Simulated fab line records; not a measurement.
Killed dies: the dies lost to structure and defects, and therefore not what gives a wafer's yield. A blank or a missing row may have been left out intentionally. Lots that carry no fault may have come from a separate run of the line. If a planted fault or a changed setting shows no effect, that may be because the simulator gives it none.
fab line records	flow n5Finfet
[record] lots = 24	wafers = 72	lastDay = 18
route steps=1938 shown BEOL_M2@930 BEOL_M3@932
lots with no fault: from the same line, run without faults
startH: hours from the record's opening day to when the first of the lot's shown wafers began	waitH: hours from the lot's prior step to this one	" same as the row above	L1.1+2: several wafers, shown together as one row	- no value, or no start given	* or withheld: withheld	< > ~ a bound
route shown NAME@n: NAME is a module with steps in the file, n the number in the route of the first one	usual: the fault-free wafers' mean and standard deviation	same: alike in all rows	chamber/n: place in a boat	sites: per-site readings	_std_site: the standard deviation of these	_edge_site: inner sites' mean taken away from outer sites' mean	radiusMm: how far each site lies from the wafer's centre	mask NAME#n: copy n	behind: the tool/chamber that last shaped the wafer	hold: why the lot was held/for how many hours/how that ended	device: the n, p or np transistor that did not switch	end of line: tests of these same wafers at the route's end	step lacking rows: just its recipe	killed: dies lost to structure and defects at the first sort, not the wafer's yield	map: a wafer's dies, marking killed ones x, the rest . and places with no die _
set.NAME: the setting as run; set.NAME@STEP: as run at that earlier step	model.NAME: the simulator's own value behind a step, which no gauge read
steps of the route over a sample of lots; a table a step, a row a wafer
services: a tool's chamber out of use, with start hour (startH, from the record's first day; less than 0 if before it), hours out, and reason
[[steps]]
[step N5_BEOL_M2_INSPECT_59]
[recipe] inspectInstrument = darkfield	mode = postDep
[usual] rawDefectCount = 74/23
lot.wafer	tool	chamber	startH	waitH	rawDefectCount
L075.2	defectInspect-01	-	146.16	0.0	91
L075.4	"	-	"	"	85
L075.5	"	-	"	"	86
L074.2	defectInspect-02	-	147.97	0.0	72
L074.3	"	-	"	"	49
L074.6	"	-	"	"	91
L076.1	defectInspect-02	-	152.59	0.0	99
L076.4	"	-	"	"	84
L076.5	"	-	"	"	74
L077.3	defectInspect-02	-	160.25	0.0	66
L077.5	"	-	"	"	84
L077.6	"	-	"	"	77
L078.1	defectInspect-02	-	186.16	0.0	92
L078.2	"	-	"	"	59
L078.5	"	-	"	"	88
L080.2	defectInspect-02	-	187.24	0.0	52
L080.3	"	-	"	"	107
L080.5	"	-	"	"	95
L079.2	defectInspect-02	-	188.26	0.0	72
L079.3	"	-	"	"	43
L079.6	"	-	"	"	119
L082.3	defectInspect-02	-	191.01	0.0	47
L082.5	"	-	"	"	49
L082.6	"	-	"	"	56
L081.1	defectInspect-02	-	191.72	0.0	64
L081.3	"	-	"	"	48
L081.6	"	-	"	"	69
L083.1	defectInspect-02	-	198.66	0.0	99
L083.2	"	-	"	"	38
L083.6	"	-	"	"	62
L084.1	defectInspect-01	-	198.79	0.0	97
L084.4	"	-	"	"	78
L084.5	"	-	"	"	55
L085.1	defectInspect-02	-	201.76	0.0	49
L085.3	"	-	"	"	43
L085.6	"	-	"	"	71
L086.3	defectInspect-02	-	217.22	0.0	95
L086.4	"	-	"	"	70
L086.5	"	-	"	"	99
L087.2	defectInspect-01	-	222.54	0.0	107
L087.3	"	-	"	"	55
L087.5	"	-	"	"	108
L088.3	defectInspect-02	-	225.87	0.0	73
L088.5	"	-	"	"	44
L088.6	"	-	"	"	63
L089.1	defectInspect-01	-	242.75	0.0	96
L089.2	"	-	"	"	107
L089.3	"	-	"	"	96
L090.2	defectInspect-02	-	246.78	0.0	78
L090.3	"	-	"	"	79
L090.4	"	-	"	"	96
L091.1	defectInspect-02	-	249.99	0.0	112
L091.2	"	-	"	"	77
L091.4	"	-	"	"	85
L092.1	defectInspect-02	-	252.87	0.0	69
L092.2	"	-	"	"	83
L092.3	"	-	"	"	77
L093.1	defectInspect-01	-	260.75	0.0	72
L093.3	"	-	"	"	74
L093.5	"	-	"	"	73
L094.1	defectInspect-01	-	264.47	0.0	55
L094.4	"	-	"	"	95
L094.5	"	-	"	"	102
L095.2	defectInspect-01	-	271.79	0.0	70
L095.3	"	-	"	"	60
L095.6	"	-	"	"	58
L096.1	defectInspect-01	-	277.33	0.0	78
L096.3	"	-	"	"	53
L096.4	"	-	"	"	49
L097.3	defectInspect-02	-	284.09	0.0	95
L097.5	"	-	"	"	50
L097.6	"	-	"	"	63
[step N5_BEOL_M3_THK_MEAS_01]
[recipe] reads = SiOC_of_BEOL_M3_ILD_DEP_00
[usual] M3_ILD_THK = 79.0/0.96
lot.wafer	tool	chamber	startH	waitH	M3_ILD_THK[nm]
L075.2	filmMetro-02	-	146.27	0.1	78.2
L075.4	"	-	"	"	78.5
L075.5	"	-	"	"	80.0
L074.2	filmMetro-02	-	148.07	0.1	78.4
L074.3	"	-	"	"	78.1
L074.6	"	-	"	"	80.1
L076.1	filmMetro-01	-	152.71	0.1	79.5
L076.4	"	-	"	"	80.5
L076.5	"	-	"	"	79.7
L077.3	filmMetro-01	-	160.36	0.1	78.6
L077.5	"	-	"	"	79.7
L077.6	"	-	"	"	80.1
L078.1	filmMetro-02	-	186.27	0.0	78.6
L078.2	"	-	"	"	78.2
L078.5	"	-	"	"	79.6
L080.2	filmMetro-02	-	187.35	0.1	78.8
L080.3	"	-	"	"	78.9
L080.5	"	-	"	"	79.7
L079.2	filmMetro-01	-	188.36	0.1	77.8
L079.3	"	-	"	"	77.1
L079.6	"	-	"	"	79.6
L082.3	filmMetro-02	-	191.13	0.1	79.8
L082.5	"	-	"	"	78.9
L082.6	"	-	"	"	79.1
L081.1	filmMetro-02	-	191.85	0.1	78.8
L081.3	"	-	"	"	79.1
L081.6	"	-	"	"	79.0
L083.1	filmMetro-02	-	198.77	0.0	78.3
L083.2	"	-	"	"	79.2
L083.6	"	-	"	"	80.8
L084.1	filmMetro-02	-	198.89	0.0	77.8
L084.4	"	-	"	"	78.9
L084.5	"	-	"	"	78.9
L085.1	filmMetro-01	-	201.87	0.0	78.2
L085.3	"	-	"	"	78.6
L085.6	"	-	"	"	80.7
L086.3	filmMetro-01	-	217.35	0.1	79.7
L086.4	"	-	"	"	79.7
L086.5	"	-	"	"	79.7
L087.2	filmMetro-02	-	222.64	0.1	79.3
L087.3	"	-	"	"	79.6
L087.5	"	-	"	"	80.6
L088.3	filmMetro-01	-	225.97	0.1	77.5
L088.5	"	-	"	"	79.5
L088.6	"	-	"	"	79.4
L089.1	filmMetro-01	-	242.85	0.1	79.3
L089.2	"	-	"	"	78.7
L089.3	"	-	"	"	80.3
L090.2	filmMetro-01	-	246.88	0.1	77.5
L090.3	"	-	"	"	78.2
L090.4	"	-	"	"	79.5
L091.1	filmMetro-01	-	250.10	0.0	77.1
L091.2	"	-	"	"	76.1
L091.4	"	-	"	"	79.6
L092.1	filmMetro-01	-	252.97	0.0	79.0
L092.2	"	-	"	"	78.6
L092.3	"	-	"	"	79.8
L093.1	filmMetro-02	-	260.85	0.0	77.9
L093.3	"	-	"	"	79.2
L093.5	"	-	"	"	79.5
L094.1	filmMetro-02	-	264.57	0.0	78.7
L094.4	"	-	"	"	80.3
L094.5	"	-	"	"	79.8
L095.2	filmMetro-02	-	271.89	0.1	78.3
L095.3	"	-	"	"	78.1
L095.6	"	-	"	"	79.8
L096.1	filmMetro-02	-	277.43	0.0	78.2
L096.3	"	-	"	"	77.4
L096.4	"	-	"	"	78.8
L097.3	filmMetro-01	-	284.19	0.1	77.5
L097.5	"	-	"	"	80.5
L097.6	"	-	"	"	79.6
[step N5_BEOL_M3_ETCH_74]
[recipe] chemistry = N2/H2	target = underlayer	targetDepthA = 65	maskMaterial = CAR-EUV	timeS = 5.2	ionEnergyEv = 200	pressureMtorr = 30	sourceW = 840	biasW = 150	n2FlowSccm = 200	h2FlowSccm = 200	ends = cleared
[usual] biasW = 150.0/0.44	drypumpMotorCurrentA = 5.42/0.28	etchRfOnTimeS = 5.17/0.1	n2FlowSccm = 200.0/0.59	oesProductAu = 0.67/0.085	rfVppV = 524.5/2.1	showerheadPlenumPTorr = 2.57/0.063	throttleValvePct = 17.9/0.31
lot.wafer	tool	chamber	startH	waitH	biasW	drypumpMotorCurrentA	etchRfOnTimeS	n2FlowSccm	oesProductAu	rfHoursCounterH	rfVppV	showerheadPlenumPTorr	throttleValvePct
L075.2	rieDiel-06	2	147.10	0.0	149.6	5.90	5.30	199.9	0.64	180	520.7	2.56	18.5
L075.4	"	0	"	"	149.9	5.11	5.13	199.9	0.65	139	527.7	2.68	17.9
L075.5	"	1	"	"	150.2	5.43	5.18	200.2	0.59	-	524.6	2.61	18.0
L074.2	rieDiel-05	1	149.26	0.0	150.5	5.47	5.10	200.4	0.80	13	520.3	2.50	17.4
L074.3	"	2	"	"	149.9	5.69	5.07	200.0	0.59	248	525.7	2.61	18.0
L074.6	"	2	"	"	149.8	5.69	5.01	200.7	0.59	-	525.6	2.61	18.0
L076.1	rieDiel-06	0	155.84	0.0	149.5	5.06	5.10	200.0	0.64	142	525.9	2.68	17.9
L076.4	"	2	"	"	150.3	5.89	5.24	200.3	0.63	183	526.1	2.55	18.5
L076.5	"	1	"	"	150.6	5.46	5.20	200.5	0.59	-	525.3	2.61	18.0
L077.3	rieDiel-06	2	162.97	0.0	149.8	5.90	5.18	200.0	0.64	185	522.8	2.55	18.5
L077.5	"	3	"	"	150.1	5.33	5.15	200.8	0.63	-	522.6	2.55	18.1
L077.6	"	0	"	"	149.8	5.13	5.10	200.1	0.64	-	526.7	2.67	17.9
L078.1	rieDiel-03	2	188.11	0.0	150.3	5.29	5.29	200.4	0.58	231	524.3	2.51	18.1
L078.2	"	3	"	"	149.6	5.19	5.23	199.4	0.58	244	527.6	2.63	18.2
L078.5	"	0	"	"	150.0	5.93	5.42	200.2	0.61	-	522.2	2.52	17.5
L080.2	rieDiel-06	0	188.28	0.0	149.4	5.08	5.06	199.6	0.63	154	525.5	2.67	17.9
L080.3	"	2	"	"	149.6	5.91	5.20	199.1	0.62	195	523.7	2.55	18.5
L080.5	"	3	"	"	150.1	5.30	5.21	200.0	0.61	-	523.9	2.54	18.1
L079.2	rieDiel-05	3	190.46	0.0	149.7	5.30	5.08	199.8	0.62	162	522.8	2.53	18.0
L079.3	"	1	"	"	149.7	5.46	5.13	201.4	0.78	27	523.4	2.49	17.4
L079.6	"	3	"	"	149.3	5.33	5.12	200.4	0.62	-	521.6	2.53	18.0
L082.3	rieDiel-03	3	194.35	0.0	150.2	5.16	5.17	199.3	0.59	245	523.3	2.63	18.2
L082.5	"	3	"	"	150.0	5.15	5.20	199.6	0.59	-	526.3	2.63	18.3
L082.6	"	2	"	"	150.0	5.27	5.30	199.8	0.59	-	523.8	2.51	18.1
L081.1	rieDiel-03	1	194.86	0.0	149.9	5.30	5.26	199.5	0.70	61	529.3	2.68	17.6
L081.3	"	2	"	"	150.3	5.25	5.29	200.6	0.59	233	522.3	2.50	18.1
L081.6	"	0	"	"	150.5	5.95	5.34	200.4	0.60	-	524.1	2.51	17.5
L083.1	rieDiel-03	0	201.08	0.0	150.4	5.95	5.29	199.7	0.60	197	523.7	2.51	17.5
L083.2	"	1	"	"	150.6	5.28	5.22	200.1	0.69	64	526.8	2.67	17.6
L083.6	"	0	"	"	150.3	5.94	5.32	198.8	0.60	-	524.3	2.51	17.6
L084.1	rieDiel-03	3	201.32	0.0	150.7	5.16	5.19	199.9	0.58	248	523.4	2.62	18.2
L084.4	"	1	"	"	149.8	5.30	5.25	199.4	0.69	64	530.1	2.67	17.6
L084.5	"	2	"	"	149.3	5.29	5.27	199.5	0.59	-	522.7	2.50	18.1
L085.1	rieDiel-05	3	203.27	0.0	150.0	5.35	5.15	199.7	0.62	167	524.9	2.53	18.0
L085.3	"	1	"	"	149.2	5.47	5.13	199.7	0.78	32	523.3	2.49	17.4
L085.6	"	3	"	"	150.1	5.32	5.14	200.1	0.63	-	524.0	2.53	18.0
L086.3	rieDiel-03	3	217.99	0.0	150.3	5.16	5.15	200.0	0.59	250	524.1	2.62	18.3
L086.4	"	1	"	"	150.0	5.27	5.17	199.9	0.68	70	529.4	2.67	17.6
L086.5	"	2	"	"	150.3	5.26	5.24	201.7	0.58	-	525.0	2.50	18.1
L087.2	rieDiel-05	1	228.83	0.0	149.3	5.46	5.14	200.4	0.76	40	520.7	2.48	17.4
L087.3	"	2	"	"	150.8	5.71	5.01	200.0	0.80	20	525.3	2.60	17.7
L087.5	"	1	"	"	149.1	5.47	5.17	201.2	0.76	-	522.7	2.48	17.4
L088.3	rieDiel-03	0	229.50	0.0	149.9	5.96	5.27	199.7	0.60	207	522.8	2.51	17.6
L088.5	"	2	"	"	149.4	5.25	5.20	199.4	0.57	-	525.2	2.50	18.2
L088.6	"	0	"	"	150.2	5.94	5.30	200.8	0.59	-	520.2	2.51	17.6
L089.1	rieDiel-06	2	243.96	0.0	150.6	5.91	5.20	200.9	0.62	206	524.2	2.54	18.5
L089.2	"	0	"	"	149.5	5.10	5.11	200.3	0.62	170	528.4	2.66	17.9
L089.3	"	1	"	"	149.6	5.46	5.05	199.5	0.78	14	526.2	2.60	17.6
L090.2	rieDiel-06	1	249.72	0.0	149.7	5.43	5.11	200.1	0.78	17	525.7	2.60	17.6
L090.3	"	3	"	"	150.4	5.33	5.28	199.7	0.59	188	523.8	2.54	18.1
L090.4	"	0	"	"	149.5	5.08	5.13	199.7	0.62	172	527.1	2.66	18.0
L091.1	rieDiel-05	2	252.02	0.0	149.6	5.70	5.04	200.8	0.78	27	525.5	2.60	17.7
L091.2	"	1	"	"	150.4	5.48	5.14	199.6	0.74	46	522.1	2.48	17.5
L091.4	"	3	"	"	150.4	5.30	5.14	199.6	0.61	181	523.0	2.52	18.0
L092.1	rieDiel-05	0	253.62	0.0	149.6	5.03	5.22	199.6	0.82	11	522.8	2.62	17.9
L092.2	"	1	"	"	150.1	5.43	5.13	199.7	0.75	46	522.0	2.48	17.5
L092.3	"	3	"	"	150.4	5.31	5.11	199.0	0.61	182	523.2	2.52	18.0
L093.1	rieDiel-05	3	264.76	0.0	148.6	5.32	5.19	200.0	0.61	187	523.2	2.52	18.0
L093.3	"	0	"	"	149.9	5.05	5.23	199.7	0.80	15	522.7	2.62	17.9
L093.5	"	2	"	"	149.9	5.69	4.97	198.6	0.78	-	525.7	2.59	17.7
L094.1	rieDiel-05	0	265.68	0.0	150.2	5.04	5.16	200.6	0.81	15	524.3	2.62	17.9
L094.4	"	3	"	"	150.0	5.29	5.16	199.9	0.61	187	523.9	2.52	18.0
L094.5	"	3	"	"	150.4	5.28	5.19	200.1	0.60	-	522.8	2.52	18.0
L095.2	rieDiel-03	3	273.25	0.0	149.8	5.16	5.15	200.1	0.81	7	527.4	2.62	17.8
L095.3	"	1	"	"	149.1	5.28	5.27	200.6	0.68	88	525.5	2.66	17.7
L095.6	"	2	"	"	150.2	5.26	5.24	199.6	0.83	-	520.8	2.50	17.7
L096.1	rieDiel-06	2	278.71	0.0	150.3	5.92	5.31	200.3	0.61	216	526.1	2.54	18.5
L096.3	"	0	"	"	150.2	5.10	5.11	201.3	0.61	181	524.5	2.66	18.0
L096.4	"	1	"	"	149.9	5.47	5.12	199.3	0.75	25	525.4	2.60	17.6
L097.3	rieDiel-06	1	285.32	0.0	150.4	5.45	5.10	200.3	0.77	26	523.5	2.60	17.6
L097.5	"	3	"	"	150.1	5.35	5.21	199.8	0.59	-	522.2	2.53	18.1
L097.6	"	0	"	"	149.6	5.09	5.03	200.4	0.62	-	525.5	2.66	18.0
[step N5_BEOL_M3_ETCH_70]
[recipe] chemistry = N2/H2	target = SOC	targetDepthA = 800	overetchA = 160	maskMaterial = SiARC	tempC = 40	timeS = 120	ionEnergyEv = 200	pressureMtorr = 30	sourceW = 840	biasW = 150	n2FlowSccm = 200	h2FlowSccm = 200
[usual] biasW = 150.0/0.43	drypumpMotorCurrentA = 5.42/0.27	n2FlowSccm = 200.0/0.59	oesProductAu = 0.62/0.079	rfVppV = 524.4/1.9	showerheadPlenumPTorr = 2.57/0.061	throttleValvePct = 17.80/0.29
lot.wafer	tool	chamber	startH	waitH	biasW	drypumpMotorCurrentA	n2FlowSccm	oesProductAu	rfHoursCounterH	rfVppV	showerheadPlenumPTorr	throttleValvePct
L075.2	rieDiel-05	3	151.22	0.0	149.9	5.30	199.8	0.57	149	523.6	2.53	17.93
L075.4	"	0	"	"	150.6	5.06	200.0	0.53	241	527.3	2.63	18.28
L075.5	"	0	"	"	149.8	5.03	200.1	0.52	-	525.1	2.63	18.27
L074.2	rieDiel-05	2	155.26	0.0	149.3	5.67	200.1	0.53	250	525.0	2.61	17.98
L074.3	"	0	"	"	149.7	5.04	200.0	0.53	241	527.4	2.63	18.28
L074.6	"	2	"	"	150.2	5.68	200.2	0.53	-	526.9	2.61	17.98
L076.1	rieDiel-03	2	158.70	0.0	149.8	5.28	200.2	0.53	223	521.0	2.51	18.06
L076.4	"	1	"	"	150.1	5.30	199.3	0.63	51	528.2	2.68	17.54
L076.5	"	1	"	"	150.4	5.29	199.0	0.63	-	527.8	2.68	17.56
L077.3	rieDiel-05	2	175.59	0.0	150.8	5.70	200.0	0.75	2	527.0	2.61	17.59
L077.5	"	2	"	"	150.8	5.71	200.3	0.75	-	526.7	2.61	17.61
L077.6	"	3	"	"	150.0	5.32	200.9	0.56	-	523.0	2.53	17.94
L079.2	rieDiel-05	1	193.84	0.0	150.3	5.45	200.0	0.70	27	523.2	2.49	17.35
L079.3	"	2	"	"	149.0	5.70	199.3	0.72	7	525.4	2.60	17.61
L079.6	"	3	"	"	150.0	5.33	200.5	0.56	-	523.3	2.53	17.93
L078.1	rieDiel-05	2	194.56	0.0	150.5	5.70	201.0	0.72	8	524.6	2.60	17.63
L078.2	"	1	"	"	149.7	5.48	199.8	0.69	28	522.4	2.49	17.39
L078.5	"	2	"	"	149.4	5.71	200.4	0.72	-	523.7	2.60	17.62
L080.2	rieDiel-06	0	197.36	0.0	149.4	5.10	199.9	0.55	156	526.6	2.67	17.88
L080.3	"	3	"	"	149.4	5.31	199.6	0.55	174	524.4	2.54	18.06
L080.5	"	3	"	"	149.8	5.35	200.7	0.55	-	521.3	2.54	18.07
L082.3	rieDiel-03	3	200.71	0.0	150.1	5.15	199.2	0.52	248	525.6	2.62	18.21
L082.5	"	2	"	"	149.9	5.23	199.7	0.52	-	522.6	2.50	18.10
L082.6	"	1	"	"	149.7	5.28	199.4	0.62	-	528.5	2.67	17.58
L081.1	rieDiel-05	2	201.54	0.0	150.0	5.70	199.6	0.72	11	525.4	2.60	17.62
L081.3	"	3	"	"	149.4	5.31	200.3	0.56	166	523.9	2.53	17.96
L081.6	"	1	"	"	149.1	5.44	200.3	0.69	-	522.8	2.49	17.38
L083.1	rieDiel-06	2	205.15	0.0	149.7	5.90	199.2	0.56	200	522.5	2.55	18.44
L083.2	"	3	"	"	149.7	5.30	200.9	0.55	177	524.5	2.54	18.06
L083.6	"	0	"	"	149.6	5.08	199.7	0.56	-	525.7	2.67	17.87
L084.1	rieDiel-06	0	205.86	0.0	150.2	5.09	199.0	0.56	159	526.3	2.67	17.87
L084.4	"	1	"	"	150.1	5.42	200.2	0.72	3	526.4	2.61	17.50
L084.5	"	3	"	"	150.1	5.33	200.1	0.55	-	522.7	2.54	18.06
L085.1	rieDiel-05	3	213.15	0.0	150.0	5.31	199.7	0.55	171	523.6	2.53	17.96
L085.3	"	1	"	"	150.0	5.46	199.8	0.68	35	522.0	2.49	17.37
L085.6	"	3	"	"	150.5	5.33	199.8	0.55	-	524.3	2.53	17.97
L086.3	rieDiel-03	1	228.18	0.0	149.4	5.29	199.9	0.62	73	530.5	2.67	17.60
L086.4	"	0	"	"	149.8	5.94	200.8	0.55	-	522.7	2.51	17.51
L086.5	"	2	"	"	150.0	5.24	200.1	0.52	-	522.5	2.50	18.10
L087.2	rieDiel-05	1	235.68	0.0	149.8	5.47	199.6	0.68	41	520.4	2.48	17.39
L087.3	"	2	"	"	149.5	5.67	199.6	0.69	22	527.3	2.60	17.65
L087.5	"	2	"	"	150.2	5.69	199.8	0.69	-	526.4	2.60	17.63
L088.3	rieDiel-03	2	238.88	0.0	151.3	5.26	200.0	0.52	247	523.1	2.50	18.11
L088.5	"	3	"	"	149.2	5.15	200.5	0.75	-	524.6	2.62	17.78
L088.6	"	0	"	"	149.8	5.93	200.1	0.54	-	524.1	2.51	17.53
L089.1	rieDiel-05	0	245.88	0.0	150.5	5.04	200.7	0.74	8	524.0	2.63	17.86
L089.2	"	1	"	"	150.2	5.46	200.1	0.67	44	522.3	2.48	17.39
L089.3	"	3	"	"	149.9	5.31	200.2	0.55	179	523.0	2.52	17.98
L090.2	rieDiel-03	3	251.45	0.0	149.4	5.15	200.9	0.72	5	525.1	2.62	17.79
L090.3	"	0	"	"	150.0	5.95	199.6	0.54	214	522.4	2.51	17.53
L090.4	"	3	"	"	149.3	5.16	200.5	0.72	-	524.6	2.62	17.79
L091.1	rieDiel-05	0	259.20	0.0	149.6	5.05	199.4	0.73	13	525.3	2.62	17.86
L091.2	"	1	"	"	149.9	5.47	200.4	0.66	49	521.3	2.48	17.40
L091.4	"	2	"	"	149.4	5.70	200.7	0.68	30	523.9	2.59	17.66
L092.1	rieDiel-06	1	264.15	0.0	150.0	5.44	199.8	0.68	21	526.0	2.60	17.55
L092.2	"	0	"	"	149.9	5.11	199.5	0.55	177	526.1	2.66	17.91
L092.3	"	3	"	"	150.3	5.32	199.5	0.54	193	524.2	2.53	18.10
L095.2	rieDiel-05	3	278.07	0.0	150.4	5.33	199.2	0.54	191	523.4	2.52	18.01
L095.3	"	2	"	"	150.8	5.71	199.9	0.68	36	525.6	2.59	17.65
L095.6	"	3	"	"	150.4	5.32	200.6	0.54	-	524.2	2.52	18.00
L093.1	rieDiel-03	1	284.15	0.0	149.7	5.30	201.1	0.60	92	527.5	2.66	17.62
L093.3	"	3	"	"	149.8	5.15	201.3	0.71	12	523.7	2.62	17.79
L093.5	"	0	"	"	149.9	5.94	198.8	0.53	-	522.4	2.50	17.57
L094.1	rieDiel-06	1	289.10	0.0	149.3	5.46	200.0	0.68	28	526.9	2.60	17.55
L094.4	"	3	"	"	149.3	5.32	199.5	0.53	-	523.4	2.53	18.11
L094.5	"	2	"	"	150.2	5.88	199.9	0.55	-	523.6	2.54	18.48
L096.1	rieDiel-05	1	289.16	0.0	150.2	5.43	200.3	0.66	57	522.1	2.48	17.41
L096.3	"	3	"	"	150.4	5.31	199.0	0.54	193	524.1	2.52	18.00
L096.4	"	2	"	"	149.5	5.70	199.1	0.67	38	524.8	2.59	17.67
L097.3	rieDiel-03	0	289.21	0.0	150.0	5.94	199.1	0.54	226	522.7	2.50	17.57
L097.5	"	1	"	"	149.7	5.29	199.2	0.59	-	526.7	2.66	17.63
L097.6	"	2	"	"	150.2	5.26	199.5	0.72	-	523.5	2.49	17.69
[step N5_BEOL_M3_OCD_MEAS_38]
[usual] trenchDepthNm = 55.8/1.1
lot.wafer	tool	chamber	startH	waitH	trenchDepthNm
L075.2	ocd-01	-	151.58	-	56.9
L075.4	"	-	"	"	55.2
L075.5	"	-	"	"	54.7
L074.2	ocd-02	-	155.62	-	57.3
L074.3	"	-	"	"	54.6
L074.6	"	-	"	"	55.8
L076.1	ocd-02	-	159.06	-	54.2
L076.4	"	-	"	"	56.0
L076.5	"	-	"	"	55.8
L077.3	ocd-01	-	175.96	-	57.6
L077.5	"	-	"	"	57.8
L077.6	"	-	"	"	57.0
L079.2	ocd-01	-	194.19	-	56.8
L079.3	"	-	"	"	58.0
L079.6	"	-	"	"	56.7
L078.1	ocd-02	-	194.92	-	57.0
L078.2	"	-	"	"	56.7
L078.5	"	-	"	"	58.0
L080.2	ocd-02	-	197.71	-	57.3
L080.3	"	-	"	"	55.1
L080.5	"	-	"	"	55.1
L082.3	ocd-02	-	201.07	-	55.9
L082.5	"	-	"	"	54.8
L082.6	"	-	"	"	55.6
L081.1	ocd-02	-	201.90	-	57.5
L081.3	"	-	"	"	55.2
L081.6	"	-	"	"	55.4
L083.1	ocd-01	-	205.50	-	55.3
L083.2	"	-	"	"	54.3
L083.6	"	-	"	"	55.9
L084.1	ocd-02	-	206.21	-	57.1
L084.4	"	-	"	"	56.7
L084.5	"	-	"	"	54.9
L085.1	ocd-02	-	213.50	-	55.6
L085.3	"	-	"	"	56.5
L085.6	"	-	"	"	55.6
L086.3	ocd-02	-	228.54	-	55.5
L086.4	"	-	"	"	55.0
L086.5	"	-	"	"	54.7
L087.2	ocd-01	-	236.03	-	57.0
L087.3	"	-	"	"	56.3
L087.5	"	-	"	"	56.7
L088.3	ocd-02	-	239.23	-	54.3
L088.5	"	-	"	"	56.4
L088.6	"	-	"	"	53.6
L089.1	ocd-02	-	246.23	-	55.8
L089.2	"	-	"	"	56.7
L089.3	"	-	"	"	55.7
L090.2	ocd-01	-	251.80	-	57.0
L090.3	"	-	"	"	53.2
L090.4	"	-	"	"	56.5
L091.1	ocd-02	-	259.55	-	55.4
L091.2	"	-	"	"	56.6
L091.4	"	-	"	"	56.9
L092.1	ocd-01	-	264.50	-	55.3
L092.2	"	-	"	"	57.3
L092.3	"	-	"	"	55.1
L095.2	ocd-01	-	278.43	-	54.6
L095.3	"	-	"	"	56.7
L095.6	"	-	"	"	54.4
L093.1	ocd-01	-	284.51	-	55.7
L093.3	"	-	"	"	56.5
L093.5	"	-	"	"	53.5
L094.1	ocd-01	-	289.46	-	57.0
L094.4	"	-	"	"	55.0
L094.5	"	-	"	"	55.1
L096.1	ocd-01	-	289.51	-	56.2
L096.3	"	-	"	"	55.9
L096.4	"	-	"	"	58.2
L097.3	ocd-02	-	289.58	-	53.2
L097.5	"	-	"	"	55.2
L097.6	"	-	"	"	55.8
[step N5_BEOL_M3_SPUTTER_48]
[recipe] material = Cu	targetThkA = 45	tempC = -20	chamberPressurePa = 0.07	powerW = withheld	timeS = 8.29
[usual] throttleValvePct = 29.4/1.1
lot.wafer	tool	chamber	startH	waitH	throttleValvePct
L075.2	pvdSputter-01	-	155.64	0.1	29.5
L075.4	"	-	"	"	29.8
L075.5	"	-	"	"	29.4
L074.2	pvdSputter-01	-	158.00	0.6	29.9
L074.3	"	-	"	"	27.6
L074.6	"	-	"	"	30.2
L076.1	pvdSputter-01	-	160.02	0.1	30.2
L076.4	"	-	"	"	27.3
L076.5	"	-	"	"	30.4
L077.3	pvdSputter-01	-	177.16	0.2	30.2
L077.5	"	-	"	"	27.6
L077.6	"	-	"	"	29.9
L079.2	pvdSputter-02	-	195.67	0.2	30.9
L079.3	"	-	"	"	29.7
L079.6	"	-	"	"	29.8
L078.1	pvdSputter-01	-	197.67	1.4	29.5
L078.2	"	-	"	"	29.9
L078.5	"	-	"	"	29.4
L080.2	pvdSputter-03	-	198.81	0.1	30.4
L080.3	"	-	"	"	29.7
L080.5	"	-	"	"	27.5
L082.3	pvdSputter-02	-	202.35	0.1	27.9
L082.5	"	-	"	"	30.5
L082.6	"	-	"	"	30.0
L081.1	pvdSputter-03	-	203.53	0.2	29.6
L081.3	"	-	"	"	27.3
L081.6	"	-	"	"	29.3
L083.1	pvdSputter-03	-	206.69	0.1	29.1
L083.2	"	-	"	"	27.8
L083.6	"	-	"	"	29.1
L084.1	pvdSputter-02	-	207.67	0.2	30.7
L084.4	"	-	"	"	30.3
L084.5	"	-	"	"	30.5
L085.1	pvdSputter-01	-	214.46	0.1	30.3
L085.3	"	-	"	"	30.4
L085.6	"	-	"	"	29.5
L086.3	pvdSputter-02	-	229.84	0.1	30.3
L086.4	"	-	"	"	28.0
L086.5	"	-	"	"	30.3
L087.2	pvdSputter-03	-	237.22	0.1	29.3
L087.3	"	-	"	"	27.4
L087.5	"	-	"	"	29.2
L088.3	pvdSputter-01	-	240.28	0.2	30.2
L088.5	"	-	"	"	29.4
L088.6	"	-	"	"	30.5
L089.1	pvdSputter-02	-	247.15	0.2	28.0
L089.2	"	-	"	"	30.6
L089.3	"	-	"	"	30.5
L090.2	pvdSputter-03	-	253.21	0.1	27.2
L090.3	"	-	"	"	29.6
L090.4	"	-	"	"	30.3
L091.1	pvdSputter-03	-	260.49	0.1	30.3
L091.2	"	-	"	"	29.3
L091.4	"	-	"	"	27.4
L092.1	pvdSputter-02	-	265.51	0.1	30.8
L092.2	"	-	"	"	27.9
L092.3	"	-	"	"	30.3
L095.2	pvdSputter-01	-	279.65	0.2	29.7
L095.3	"	-	"	"	29.2
L095.6	"	-	"	"	29.8
L093.1	pvdSputter-03	-	285.39	0.1	29.4
L093.3	"	-	"	"	27.3
L093.5	"	-	"	"	30.2
L094.1	pvdSputter-01	-	290.70	0.2	27.4
L094.4	"	-	"	"	30.6
L094.5	"	-	"	"	29.3
L096.1	pvdSputter-03	-	290.89	0.3	29.1
L096.3	"	-	"	"	27.5
L096.4	"	-	"	"	29.9
L097.3	pvdSputter-02	-	292.20	1.4	28.2
L097.5	"	-	"	"	30.1
L097.6	"	-	"	"	30.0
[[services]]
tool	chamber	startH	hours	kind
pvdSputter-03	-	152.34	6.3	repair
rieDiel-05	2	156.15	-	clean
rieDiel-05	2	156.15	-	consumableReplace:focusRing
pvdSputter-03	-	160.23	10.0	repair
rieDiel-06	0	169.70	4.3	repair
rieDiel-05	0	183.06	-	clean
rieDiel-05	0	183.06	-	consumableReplace:focusRing
rieDiel-05	0	183.06	30.2	scheduledDown
rieDiel-05	0	183.06	30.2	ventCycle
rieDiel-05	-	184.13	1.2	repair
rieDiel-03	3	207.89	9.7	repair
rieDiel-03	3	218.18	-	clean
rieDiel-03	3	218.18	-	consumableReplace:focusRing
rieDiel-03	3	218.18	18.2	scheduledDown
rieDiel-03	3	218.18	18.2	ventCycle
rieDiel-03	-	223.67	1.2	repair
rieDiel-06	3	226.39	4.2	repair
rieDiel-06	2	227.03	16.7	repair
pvdSputter-02	-	239.55	2.6	repair
rieDiel-03	-	252.99	2.8	pm
rieDiel-03	3	257.10	10.3	repair
rieDiel-03	0	275.51	4.4	repair
rieDiel-03	-	281.98	0.1	repair
rieDiel-06	0	287.29	12.3	repair
[[key]]
fault none
